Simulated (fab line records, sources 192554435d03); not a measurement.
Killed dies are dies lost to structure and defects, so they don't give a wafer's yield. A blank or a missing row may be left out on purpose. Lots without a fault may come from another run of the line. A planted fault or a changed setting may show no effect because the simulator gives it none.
One fault seen from 2 desks | flow n5_finfet | each desk has only its own numbers; what lay behind them comes last

THE TOOL OWNER'S DESK: pecvd-03
The tool's own readings at N5_BEOL_M0_SAQP_PECVD_03 (deposits SiCN from 3MS/NH3, target thk 12 nm, time 21.1 s): means of the sampled wafers that have a number, for each lot that ran on this tool. A lot is out of limits, marked OUT, if its mean lies more than 4 standard deviations from the usual mean; the brackets give that distance.
Columns: A = run_length_s at N5_BEOL_M0_SAQP_PECVD_03, usual 51.4 s; B = showerhead_plenum_p_Torr at N5_BEOL_M0_SAQP_PECVD_03, usual 3.669 Torr; C = throttle_valve_pct at N5_BEOL_M0_SAQP_PECVD_03, usual 9.2 %
lot  | first seen here | A               | B     | C
L842 | day 5 21:15     | 51.2            | 3.669 | 9.4
L849 | day 7 13:37     | 59.8 (+13) OUT  | 3.665 | 9.6
L851 | day 8 04:01     | 55.1 (+5.6) OUT | 3.670 | 9.5
This desk's finding: out of limits on L849, L851; first on L849, day 7 13:37 (run_length_s at N5_BEOL_M0_SAQP_PECVD_03). In limits: L842.

THE METROLOGY DESK
What the gauges read, lot by lot, whatever tool the lot ran on: means of the sampled wafers that have a number. A lot is out of limits, marked OUT, if its mean lies more than 4 standard deviations from the usual mean; the brackets give that distance. Of its 11 readings 7 are shown: those that lie furthest out on some lot.
Columns: A = DIBL_P at N5_BEOL_M4_RC_MEAS_101, usual 36.3 mV/V; B = IOFF_N at N5_BEOL_M4_RC_MEAS_101, usual 0.16 nA/um; C = IOFF_P at N5_BEOL_M4_RC_MEAS_101, usual 0.21 nA/um; D = ION_N at N5_BEOL_M4_RC_MEAS_101, usual 676 uA/um; E = ION_P at N5_BEOL_M4_RC_MEAS_101, usual 462 uA/um; F = VT_N at N5_BEOL_M4_RC_MEAS_101, usual 249 mV; G = VT_P at N5_BEOL_M4_RC_MEAS_101, usual -250 mV
lot  | first seen here | A    | B    | C    | D   | E   | F   | G
L842 | day 5 15:39     | 37.9 | 0.17 | 0.18 | 679 | 452 | 251 | -255
L849 | day 7 06:04     | 35.1 | 0.15 | 0.17 | 672 | 452 | 249 | -256
L851 | day 7 19:43     | 35.8 | 0.15 | 0.17 | 673 | 454 | 249 | -255
L856 | day 9 02:12     | 35.7 | 0.14 | 0.20 | 669 | 461 | 252 | -251
L858 | day 9 14:23     | 38.4 | 0.21 | 0.25 | 694 | 472 | 245 | -247
L859 | day 9 20:05     | 34.9 | 0.13 | 0.17 | 657 | 451 | 255 | -256
L860 | day 9 22:54     | 37.6 | 0.16 | 0.21 | 675 | 462 | 250 | -249
L861 | day 10 08:24    | 35.6 | 0.14 | 0.19 | 671 | 459 | 250 | -251
This desk's finding: nothing out of limits on any of the 8 lots.

PUT TOGETHER
The tool owner's desk could have raised an alarm at day 7 13:37, on L849, L851.
The metrology desk saw nothing out of limits.
The metrology desk has L849, L851 on record, within its limits.
Of the lots named, all ran N5_BEOL_M0_SAQP_PECVD_03 on pecvd-03.

WHAT THE SIMULATOR HAD PUT IN
Process parameter drift: pecvd-03, from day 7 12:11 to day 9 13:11, at N5_BEOL_M0_SAQP_PECVD_03. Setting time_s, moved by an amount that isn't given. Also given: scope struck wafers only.
Lots struck among those shown: L849, L851.
Hours from the fault's start to each desk's first reading out of limits: the tool owner's desk, 1.
